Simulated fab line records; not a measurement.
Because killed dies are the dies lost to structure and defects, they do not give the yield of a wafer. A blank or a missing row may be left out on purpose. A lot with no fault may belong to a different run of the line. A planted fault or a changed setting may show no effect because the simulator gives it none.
Matching of chambers    flow n5-finfet    4 sister chambers for N5_BEOL_M10_VIA_ETCH_34 on rie-diel-05
The step etches SiCOH lowk in C4F6/O2, target depth 184.5 nm, time 69.2 s. 4 wafers are shown with their chamber, then 10 later ones without.

## EACH WAFER AND ITS CHAMBER
wafer   chamber  throttle-valve-pct (%)
L078.6  1        21.05
L079.5  2        20.57
L082.1  0        20.45
L082.2  3        21.10

## WAFERS WITH NO CHAMBER GIVEN
wafer   throttle-valve-pct (%)
L082.6  21.11
L081.2  20.46
L081.4  20.59
L081.6  21.11
L084.2  20.60
L084.3  20.45
L084.6  20.58
L089.2  21.08
L089.5  20.46
L089.6  21.06

## CHAMBER TAKEN BY EACH
wafer   from the rows above      in truth
L082.6  3                        3
L081.2  0                        0
L081.4  2                        2
L081.6  3                        3
L084.2  2                        2
L084.3  0                        0
L084.6  2                        2
L089.2  can't be placed: 3 or 1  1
L089.5  0                        0
L089.6  can't be placed: 1 or 3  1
Correctly placed: 8 of 10. Unplaceable from these rows: 2, with the true chamber sitting among the candidates in 2. 0 placed wrongly.
How it was worked out, from the rows above alone: a wafer's distance from a chamber is the root of the sum, over the readings, of the square of ((its reading less the chamber's mean) divided by the reading's scatter). If the next closest chamber is less than 2 further off than the closest, the wafer can't be placed; otherwise it belongs to the closest. A chamber's mean is the mean of its shown wafers. The scatter: root of mean squared gap, hidden wafer to nearest shown wafer, with one shown wafer a chamber.
